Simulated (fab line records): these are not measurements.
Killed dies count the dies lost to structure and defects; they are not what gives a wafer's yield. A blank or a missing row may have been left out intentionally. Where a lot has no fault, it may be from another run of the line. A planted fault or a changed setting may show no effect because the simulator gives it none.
What tool caused it? ; flow n5Finfet ; route of 1938 steps, sampled at 1 step: 10 lots, 30 wafers

## WHAT THE GAUGES READ, wafer by wafer
N5_WELL_APT_OVL_MEAS_26.
lot;measured;on;PWELL_OVL (nm)
L075;day 1 21:12;overlay-01;-6 3 -2
L078;day 2 14:58;overlay-02;3 1 2
L081;day 3 09:00;overlay-02;0 3 3
L083;day 3 21:02;overlay-02;1 2 3
L085;day 4 08:50;overlay-01;-4 -1 -13
L087;day 4 21:44;overlay-01;-2 -3 -4
L089;day 5 09:10;overlay-01;-5 -3 2
L092;day 6 03:16;overlay-02;3 -1 -1
L095;day 6 21:39;overlay-02;-6 -3 2
L097;day 7 09:19;overlay-01;-3 -6 -8

## WHAT TOOL EACH LOT RAN ON (gives the tool, then ch and the chambers of the sampled wafers, and finally the start)
The record shows no process step preceding these readings.

## THE ANSWER, worked out from the rows above alone
Rule: what is usual is taken from the lots themselves. Put in order of their means at a reading, lots are off if they are a third of the lots or fewer, leave a main group of 4 or more, and stand apart from it by a gap of 3 or more times the standard deviation of the main group's means; of several such gaps the widest counts. Not used: any main group whose means are identical at the precision the tables above print for the reading. A lot without any number at a reading at which 4 lots or more have one is off too. Where the step has rows for the other lots, those lots are counted as sound.
No lot is off on any of the readings shown, so nothing can be concluded from this.

## WHAT THE SIMULATOR PUT IN
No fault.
